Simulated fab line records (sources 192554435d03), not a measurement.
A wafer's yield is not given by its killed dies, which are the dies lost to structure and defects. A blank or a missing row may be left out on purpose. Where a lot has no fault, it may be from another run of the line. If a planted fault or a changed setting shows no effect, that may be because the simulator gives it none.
What tool caused it? || flow n5 finfet || 24 lots with 72 wafers sampled at 2 steps, on a route of 1938 steps

WHAT THE GAUGES READ, wafer by wafer
N5_HKMG_FIN_INSPECT_28: inspects for defects (darkfield). Usual: raw defect count reads 39 (standard deviation 16).
{"lot": "L074", "measured": "day 4 07:53", "on": "defect inspect-01", "raw defect count": "16 33 26", "flag": ""}
{"lot": "L075", "measured": "day 4 17:29", "on": "defect inspect-01", "raw defect count": "28 22 32", "flag": ""}
{"lot": "L076", "measured": "day 4 23:56", "on": "defect inspect-02", "raw defect count": "15 28 57", "flag": ""}
{"lot": "L077", "measured": "day 5 02:54", "on": "defect inspect-01", "raw defect count": "17 34 33", "flag": ""}
{"lot": "L078", "measured": "day 5 10:51", "on": "defect inspect-01", "raw defect count": "53 27 24", "flag": ""}
{"lot": "L079", "measured": "day 5 13:29", "on": "defect inspect-01", "raw defect count": "34 44 25", "flag": ""}
{"lot": "L080", "measured": "day 6 01:30", "on": "defect inspect-01", "raw defect count": "23 28 40", "flag": ""}
{"lot": "L081", "measured": "day 6 03:01", "on": "defect inspect-01", "raw defect count": "39 35 55", "flag": ""}
{"lot": "L082", "measured": "day 6 10:03", "on": "defect inspect-02", "raw defect count": "29 22 32", "flag": ""}
{"lot": "L084", "measured": "day 6 19:47", "on": "defect inspect-01", "raw defect count": "28 19 15", "flag": ""}
{"lot": "L083", "measured": "day 6 21:40", "on": "defect inspect-02", "raw defect count": "24 43 20", "flag": ""}
{"lot": "L085", "measured": "day 7 05:46", "on": "defect inspect-01", "raw defect count": "49 68 46", "flag": ""}
{"lot": "L086", "measured": "day 7 07:44", "on": "defect inspect-02", "raw defect count": "58 68 54", "flag": ""}
{"lot": "L087", "measured": "day 7 14:02", "on": "defect inspect-01", "raw defect count": "35 41 22", "flag": ""}
{"lot": "L088", "measured": "day 7 17:07", "on": "defect inspect-02", "raw defect count": "29 48 28", "flag": ""}
{"lot": "L089", "measured": "day 8 04:29", "on": "defect inspect-02", "raw defect count": "41 47 19", "flag": ""}
{"lot": "L090", "measured": "day 8 07:03", "on": "defect inspect-01", "raw defect count": "40 53 26", "flag": ""}
{"lot": "L091", "measured": "day 8 14:10", "on": "defect inspect-01", "raw defect count": "61 63 69", "flag": ""}
{"lot": "L092", "measured": "day 8 23:53", "on": "defect inspect-02", "raw defect count": "91 54 59", "flag": ""}
{"lot": "L093", "measured": "day 9 01:18", "on": "defect inspect-01", "raw defect count": "58 35 45", "flag": ""}
{"lot": "L094", "measured": "day 9 07:47", "on": "defect inspect-01", "raw defect count": "17 38 41", "flag": ""}
{"lot": "L095", "measured": "day 9 15:05", "on": "defect inspect-02", "raw defect count": "33 18 20", "flag": ""}
{"lot": "L096", "measured": "day 9 18:33", "on": "defect inspect-02", "raw defect count": "33 19 34", "flag": ""}
{"lot": "L097", "measured": "day 10 03:01", "on": "defect inspect-01", "raw defect count": "76 43 65", "flag": ""}

WHICH TOOL RAN EACH LOT (tool, then ch and the chambers of the sampled wafers, then the start)
{"lot": "L074", "N5_HKMG_FIN_ALD_75": "ald hk-01 ch 0,1,3, day 3 23:11"}
{"lot": "L075", "N5_HKMG_FIN_ALD_75": "ald hk-03 ch 0,1,3, day 4 09:00"}
{"lot": "L076", "N5_HKMG_FIN_ALD_75": "ald hk-02 ch 1,2,3, day 4 15:23"}
{"lot": "L077", "N5_HKMG_FIN_ALD_75": "ald hk-03 ch 0,3, day 4 17:59"}
{"lot": "L078", "N5_HKMG_FIN_ALD_75": "ald hk-02 ch 0,1, day 5 02:15"}
{"lot": "L079", "N5_HKMG_FIN_ALD_75": "ald hk-03 ch 2,3, day 5 04:56"}
{"lot": "L080", "N5_HKMG_FIN_ALD_75": "ald hk-01 ch 0,2,3, day 5 17:00"}
{"lot": "L081", "N5_HKMG_FIN_ALD_75": "ald hk-02 ch 1,2,3, day 5 18:32"}
{"lot": "L082", "N5_HKMG_FIN_ALD_75": "ald hk-03 ch 0,1,3, day 6 01:43"}
{"lot": "L084", "N5_HKMG_FIN_ALD_75": "ald hk-02 ch 0,2,3, day 6 11:23"}
{"lot": "L083", "N5_HKMG_FIN_ALD_75": "ald hk-01 ch 2,3, day 6 13:19"}
{"lot": "L085", "N5_HKMG_FIN_ALD_75": "ald hk-02 ch 0,1,3, day 6 21:14"}
{"lot": "L086", "N5_HKMG_FIN_ALD_75": "ald hk-02 ch 0,1,3, day 6 23:17"}
{"lot": "L087", "N5_HKMG_FIN_ALD_75": "ald hk-03 ch 2,3, day 7 05:44"}
{"lot": "L088", "N5_HKMG_FIN_ALD_75": "ald hk-01 ch 2,3, day 7 09:02"}
{"lot": "L089", "N5_HKMG_FIN_ALD_75": "ald hk-02 ch 1,2,3, day 7 20:09"}
{"lot": "L090", "N5_HKMG_FIN_ALD_75": "ald hk-03 ch 1,2,3, day 7 22:14"}
{"lot": "L091", "N5_HKMG_FIN_ALD_75": "ald hk-03 ch 0,3, day 8 05:38"}
{"lot": "L092", "N5_HKMG_FIN_ALD_75": "ald hk-03 ch 0,3, day 8 15:26"}
{"lot": "L093", "N5_HKMG_FIN_ALD_75": "ald hk-01 ch 0,1,3, day 8 17:06"}
{"lot": "L094", "N5_HKMG_FIN_ALD_75": "ald hk-02 ch 0,1,2, day 8 22:54"}
{"lot": "L095", "N5_HKMG_FIN_ALD_75": "ald hk-01 ch 0,2,3, day 9 06:07"}
{"lot": "L096", "N5_HKMG_FIN_ALD_75": "ald hk-02 ch 0,2,3, day 9 10:13"}
{"lot": "L097", "N5_HKMG_FIN_ALD_75": "ald hk-01 ch 0,2, day 9 18:10"}
- N5_HKMG_FIN_ALD_75: deposits Al2O3, target thk 1 nm, co reactant pulse time 1 s.

AS READ BY THE TOOLS THEMSELVES (means over the sampled wafers that have a number; for cases with no such wafer, the mark the record gives instead)
N5_HKMG_FIN_ALD_75. Usual: heater power w 147 W, standard deviation 15; precursor pulse height rel 0.998, standard deviation 0.021.
{"lot": "L074", "tool": "ald hk-01", "heater power w (W)": 146, "precursor pulse height rel": 0.997, "flag": ""}
{"lot": "L075", "tool": "ald hk-03", "heater power w (W)": 148, "precursor pulse height rel": 1.019, "flag": ""}
{"lot": "L076", "tool": "ald hk-02", "heater power w (W)": 146, "precursor pulse height rel": 1.013, "flag": ""}
{"lot": "L077", "tool": "ald hk-03", "heater power w (W)": 146, "precursor pulse height rel": 1.017, "flag": ""}
{"lot": "L078", "tool": "ald hk-02", "heater power w (W)": 141, "precursor pulse height rel": 0.997, "flag": ""}
{"lot": "L079", "tool": "ald hk-03", "heater power w (W)": 145, "precursor pulse height rel": 0.997, "flag": ""}
{"lot": "L080", "tool": "ald hk-01", "heater power w (W)": 152, "precursor pulse height rel": 1.012, "flag": ""}
{"lot": "L081", "tool": "ald hk-02", "heater power w (W)": 144, "precursor pulse height rel": 0.995, "flag": ""}
{"lot": "L082", "tool": "ald hk-03", "heater power w (W)": 151, "precursor pulse height rel": 0.975, "flag": ""}
{"lot": "L084", "tool": "ald hk-02", "heater power w (W)": 141, "precursor pulse height rel": 1.009, "flag": ""}
{"lot": "L083", "tool": "ald hk-01", "heater power w (W)": 166, "precursor pulse height rel": 0.996, "flag": ""}
{"lot": "L085", "tool": "ald hk-02", "heater power w (W)": 138, "precursor pulse height rel": 0.988, "flag": ""}
{"lot": "L086", "tool": "ald hk-02", "heater power w (W)": 138, "precursor pulse height rel": 0.979, "flag": ""}
{"lot": "L087", "tool": "ald hk-03", "heater power w (W)": 145, "precursor pulse height rel": 1.005, "flag": ""}
{"lot": "L088", "tool": "ald hk-01", "heater power w (W)": 168, "precursor pulse height rel": 0.982, "flag": ""}
{"lot": "L089", "tool": "ald hk-02", "heater power w (W)": 147, "precursor pulse height rel": 0.991, "flag": ""}
{"lot": "L090", "tool": "ald hk-03", "heater power w (W)": 154, "precursor pulse height rel": 1.014, "flag": ""}
{"lot": "L091", "tool": "ald hk-03", "heater power w (W)": 141, "precursor pulse height rel": 1.010, "flag": ""}
{"lot": "L092", "tool": "ald hk-03", "heater power w (W)": 139, "precursor pulse height rel": 0.977, "flag": ""}
{"lot": "L093", "tool": "ald hk-01", "heater power w (W)": 146, "precursor pulse height rel": 1.013, "flag": ""}
{"lot": "L094", "tool": "ald hk-02", "heater power w (W)": 146, "precursor pulse height rel": 0.972, "flag": ""}
{"lot": "L095", "tool": "ald hk-01", "heater power w (W)": 158, "precursor pulse height rel": 0.995, "flag": ""}
{"lot": "L096", "tool": "ald hk-02", "heater power w (W)": 143, "precursor pulse height rel": 0.997, "flag": ""}
{"lot": "L097", "tool": "ald hk-01", "heater power w (W)": 145, "precursor pulse height rel": 1.003, "flag": ""}

THE ANSWER, worked out from the rows above alone
Rule: a lot counts as off when the mean over its wafers that have a number is more than 3 standard deviations away from the usual mean. A lot without any number at a reading at which 4 lots or more have one is off too. Any other lot the step has rows for is counted as sound. The gauges are gone through in route order, then the tools' own readings, and for those a lot's mean is taken as printed above. At the first step where some lot is off, the reading lying furthest off is the one used; lots without a number count as furthest.
No lot is off at any reading shown: from this, nothing can be told.

WHAT THE SIMULATOR HAD INSERTED
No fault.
